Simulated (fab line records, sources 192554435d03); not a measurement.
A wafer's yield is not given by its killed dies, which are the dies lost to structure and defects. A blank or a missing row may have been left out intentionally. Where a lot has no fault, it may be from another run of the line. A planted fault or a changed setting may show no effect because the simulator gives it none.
Matching of chambers | flow n5 finfet | N5_BEOL_M5_ETCH_62 on rie diel-04 has 4 sister chambers
The step etches SOC in N2/H2, target depth 75 nm, overetch 15 nm, time 112.5 s. 14 wafers are shown with their chamber, then 7 later ones without.

== WAFERS WITH THEIR CHAMBER ==
wafer  | chamber | showerhead plenum p Torr (Torr) | throttle valve pct (%) | oes product au (a.u.)
L077.1 | 0       | 2.51                            | 18.07                  | 0.57
L077.3 | 1       | 2.66                            | 17.90                  | 0.57
L077.6 | 1       | 2.66                            | 17.89                  | 0.57
L081.1 | 3       | 2.41                            | 18.15                  | 0.55
L081.3 | 0       | 2.51                            | 18.07                  | 0.57
L081.6 | 3       | 2.41                            | 18.15                  | 0.56
L082.1 | 3       | 2.41                            | 18.17                  | 0.56
L082.4 | 2       | 2.51                            | 17.54                  | 0.75
L082.5 | 2       | 2.51                            | 17.54                  | 0.75
L078.1 | 1       | 2.65                            | 17.90                  | 0.57
L078.4 | 0       | 2.51                            | 18.09                  | 0.56
L078.5 | 3       | 2.41                            | 18.18                  | 0.55
L084.2 | 3       | 2.40                            | 18.17                  | 0.55
L084.5 | 2       | 2.51                            | 17.54                  | 0.74

SIGNATURES (averages over the wafers above)
reading                  | chamber 0 | chamber 1 | chamber 2 | chamber 3 | scatter within a chamber
showerhead plenum p Torr | 2.5100    | 2.6567    | 2.5100    | 2.4080    | 0.00383
throttle valve pct       | 18.0767   | 17.8967   | 17.5400   | 18.1640   | 0.0103
oes product au           | 0.5667    | 0.5700    | 0.7467    | 0.5540    | 0.00503
Rule: a wafer's distance from a chamber is the root of the sum, over the readings, of the square of ((its reading less the chamber's mean) divided by the reading's scatter). If the next closest chamber is less than 2 further off than the closest, the wafer can't be placed; otherwise it belongs to the closest. How the scatter is found: for the shown wafers, subtract from each reading the mean of its chamber, square and add these, divide the total by (wafers less chambers), then take the root.

== WAFERS WITHOUT THEIR CHAMBER ==
wafer  | showerhead plenum p Torr (Torr) | throttle valve pct (%) | oes product au (a.u.)
L084.6 | 2.40                            | 18.17                  | 0.56
L086.2 | 2.65                            | 17.89                  | 0.56
L086.3 | 2.51                            | 17.57                  | 0.73
L086.6 | 2.51                            | 18.09                  | 0.56
L094.1 | 2.50                            | 17.58                  | 0.70
L094.2 | 2.64                            | 17.91                  | 0.56
L094.4 | 2.64                            | 17.93                  | 0.55

== EACH ONE'S CHAMBER ==
wafer  | from the rows above | in truth
L084.6 | 3                   | 3
L086.2 | 1                   | 1
L086.3 | 2                   | 2
L086.6 | 0                   | 0
L094.1 | 2                   | 2
L094.2 | 1                   | 1
L094.4 | 1                   | 1
Correct placement for 7 of the 7. From these rows, 0 cannot be placed. Wrongly placed: 0.
